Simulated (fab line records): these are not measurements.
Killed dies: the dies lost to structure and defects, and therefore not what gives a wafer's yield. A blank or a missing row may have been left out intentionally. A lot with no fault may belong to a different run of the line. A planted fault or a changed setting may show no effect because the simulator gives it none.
The tool behind it: which one?    flow n5Finfet    Sampling: 9 lots, 27 wafers, 3 of 1938 route steps

== WHAT THE GAUGES READ, wafer by wafer ==
N5_BEOL_M5_INSPECT_30: inspects for defects (brightfield).
lot   measured      on                rawDefectCount
L149  day 7 23:20   defectInspect-01  457 377 396
L157  day 10 02:14  defectInspect-01  386 518 443
L160  day 10 22:34  defectInspect-02  385 501 352
L164  day 12 04:28  defectInspect-01  382 343 283
L166  day 12 13:20  defectInspect-02  659 400 510
L167  day 12 16:33  defectInspect-02  395 377 557
L170  day 13 06:44  defectInspect-02  538 457 562
L172  day 13 19:58  defectInspect-02  440 455 327
L171  day 13 20:04  defectInspect-01  453 440 515

== WHICH TOOL RAN EACH LOT (tool, then ch and the chambers of the sampled wafers, then the start) ==
lot   N5_BEOL_M5_STRIP_64                N5_BEOL_M5_COAT_74
L149  rieDiel-03 ch 0,1,3, day 7 22:35   lithoTrack-02 ch 0, day 7 22:59
L157  rieDiel-05 ch 0,1,3, day 10 00:31  lithoTrack-02 ch 0, day 10 01:53
L160  rieDiel-06 ch 0,1,2, day 10 21:19  lithoTrack-02 ch 0, day 10 22:12
L164  rieDiel-03 ch 0,1,2, day 12 03:43  lithoTrack-02 ch 0, day 12 03:59
L166  rieDiel-03 ch 0,1,3, day 12 12:15  lithoTrack-02 ch 0, day 12 12:49
L167  rieDiel-06 ch 0,1, day 12 15:23    lithoTrack-02 ch 0, day 12 16:11
L170  rieDiel-03 ch 0,2, day 13 06:06    lithoTrack-01 ch 0, day 13 06:22
L172  rieDiel-03 ch 0,1, day 13 18:13    lithoTrack-01 ch 0, day 13 19:29
L171  rieDiel-06 ch 0,2,3, day 13 18:58  lithoTrack-05 ch 0, day 13 19:33
- N5_BEOL_M5_STRIP_64: strips in CF4.
- N5_BEOL_M5_COAT_74: time 60 s, resist thk 5 nm.

== THE ANSWER, worked out from the rows above alone ==
Rule: usual is defined by the lots themselves. The widest of any qualifying gaps counts: lots, ordered by their means at a reading, are off when they make up no more than a third of the lots, leave a main group of 4 or more, and stand apart from it by 3 or more times the standard deviation of that group's means. The tables above print the reading to a certain number of digits; a main group whose means all agree to those digits is not used. Also off: a lot with no number at a reading for which 4 or more lots have one. Where the step has rows for the other lots, those lots are counted as sound.
No lot is off on any of the readings shown, so nothing can be concluded from this.

== WHAT WAS PUT IN BY THE SIMULATOR ==
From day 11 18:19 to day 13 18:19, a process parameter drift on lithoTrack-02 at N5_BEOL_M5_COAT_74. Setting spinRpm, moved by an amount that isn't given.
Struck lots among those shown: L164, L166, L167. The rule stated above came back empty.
